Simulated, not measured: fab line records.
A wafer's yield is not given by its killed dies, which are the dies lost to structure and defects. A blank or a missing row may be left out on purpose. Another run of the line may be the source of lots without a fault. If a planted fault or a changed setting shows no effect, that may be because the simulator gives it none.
Shared-tool check / flow nandHarc / 6 wafers sampled across 2 lots

REASON IT WAS OPENED
Flagged at NHARC_END_SORT_01: reading killedAtArray, on 2 of 2 lots. Fault-free wafers read 56, with a standard deviation of 17.
Rule: flag the lot when none of its wafers has a number, or when each of its wafers that has one lies beyond 4 standard deviations from that mean. As for the other lots, they are considered sound.

lot=L417; measured=day 31 11:24; on=prober-02; killedAtArray, wafer by wafer=669 669 671; flag=FLAGGED
lot=L416; measured=day 31 23:22; on=prober-02; killedAtArray, wafer by wafer=677 670 674; flag=FLAGGED
The mean of the flagged lots' numbers is 672, +616 from the usual (+36 standard deviations).

EACH LOT AND THE TOOL IT RAN ON
4 process steps preceding the reading are held in the record, out of 1302 steps in the route. Every cell lists first the tool, next ch and the chambers used by the sampled wafers, and last the start.
lot=L417; flag=FLAGGED; NHARC_A_CHANNEL_HOLE_D1_ETCH_19=harEtch-02 ch 0,1, day 15 21:53; NHARC_A_CHANNEL_HOLE_D1_ETCH_21=harEtch-02 ch 0,1, day 15 22:18; NHARC_A_CHANNEL_HOLE_D1_ETCH_26=harEtch-02 ch 0,1, day 16 01:38; NHARC_A_CHANNEL_FILL_D1_ALD_03=aldSinBatch-01, day 16 07:14
lot=L416; flag=FLAGGED; NHARC_A_CHANNEL_HOLE_D1_ETCH_19=harEtch-02 ch 0,1, day 15 17:09; NHARC_A_CHANNEL_HOLE_D1_ETCH_21=harEtch-02 ch 0,1, day 15 17:35; NHARC_A_CHANNEL_HOLE_D1_ETCH_26=harEtch-02 ch 0,1, day 15 20:57; NHARC_A_CHANNEL_FILL_D1_ALD_03=aldSinBatch-01, day 16 02:29
What the steps here do:
- NHARC_A_CHANNEL_HOLE_D1_ETCH_19: etches the open film in C4F8/O2/Ar, time 34.5 s.
- NHARC_A_CHANNEL_HOLE_D1_ETCH_21: etches the open film in C4F8/O2/Ar, time 514.3 s, target depth 1600 nm.
- NHARC_A_CHANNEL_HOLE_D1_ETCH_26: etches the open film in C4F8/O2/Ar, time 224.1 s, target depth 300 nm.
- NHARC_A_CHANNEL_FILL_D1_ALD_03: deposits SiNx, target thk 6 nm, pulse time 60 s, ald cycles 58.
- NHARC_END_SORT_01

FLAGGED AGAINST TOTAL, ONE TOOL AT A TIME (gauges that did the reading follow at the end)
step=NHARC_A_CHANNEL_HOLE_D1_ETCH_19; tool=harEtch-02; lots run=2; flagged=2; share of the flagged lots=all; sound lots run after its first flagged lot=0
step=NHARC_A_CHANNEL_HOLE_D1_ETCH_21; tool=harEtch-02; lots run=2; flagged=2; share of the flagged lots=all; sound lots run after its first flagged lot=0
step=NHARC_A_CHANNEL_HOLE_D1_ETCH_26; tool=harEtch-02; lots run=2; flagged=2; share of the flagged lots=all; sound lots run after its first flagged lot=0
step=NHARC_A_CHANNEL_FILL_D1_ALD_03; tool=aldSinBatch-01; lots run=2; flagged=2; share of the flagged lots=all; sound lots run after its first flagged lot=0
step=NHARC_END_SORT_01; tool=prober-02; lots run=2; flagged=2; share of the flagged lots=all; sound lots run after its first flagged lot=0

THE TABLE: WHAT IT ALLOWS
5 rows of the table ran every flagged lot: harEtch-02 at NHARC_A_CHANNEL_HOLE_D1_ETCH_19, harEtch-02 at NHARC_A_CHANNEL_HOLE_D1_ETCH_21, harEtch-02 at NHARC_A_CHANNEL_HOLE_D1_ETCH_26, aldSinBatch-01 at NHARC_A_CHANNEL_FILL_D1_ALD_03, prober-02 at NHARC_END_SORT_01.
- harEtch-02 at NHARC_A_CHANNEL_HOLE_D1_ETCH_19 ran 2 lots, 2 of them flagged. Because this sample shows no sound lot run on it before its first flagged lot, the start cannot be pinned down more closely.
- harEtch-02 at NHARC_A_CHANNEL_HOLE_D1_ETCH_21 ran 2 lots, 2 of them flagged. Because this sample shows no sound lot run on it before its first flagged lot, the start cannot be pinned down more closely.
- harEtch-02 at NHARC_A_CHANNEL_HOLE_D1_ETCH_26 ran 2 lots, 2 of them flagged. Because this sample shows no sound lot run on it before its first flagged lot, the start cannot be pinned down more closely.
- aldSinBatch-01 at NHARC_A_CHANNEL_FILL_D1_ALD_03 ran 2 lots, 2 of them flagged. Because this sample shows no sound lot run on it before its first flagged lot, the start cannot be pinned down more closely.
- prober-02 at NHARC_END_SORT_01 ran 2 lots, 2 of them flagged. Because this sample shows no sound lot run on it before its first flagged lot, the start cannot be pinned down more closely.
Counting lots can't tell these 3 tools apart, because each fits a fault that began at some hour. More lots, or a look at what each step does to the wafer, might.

WHAT THE SIMULATOR HAD INSERTED
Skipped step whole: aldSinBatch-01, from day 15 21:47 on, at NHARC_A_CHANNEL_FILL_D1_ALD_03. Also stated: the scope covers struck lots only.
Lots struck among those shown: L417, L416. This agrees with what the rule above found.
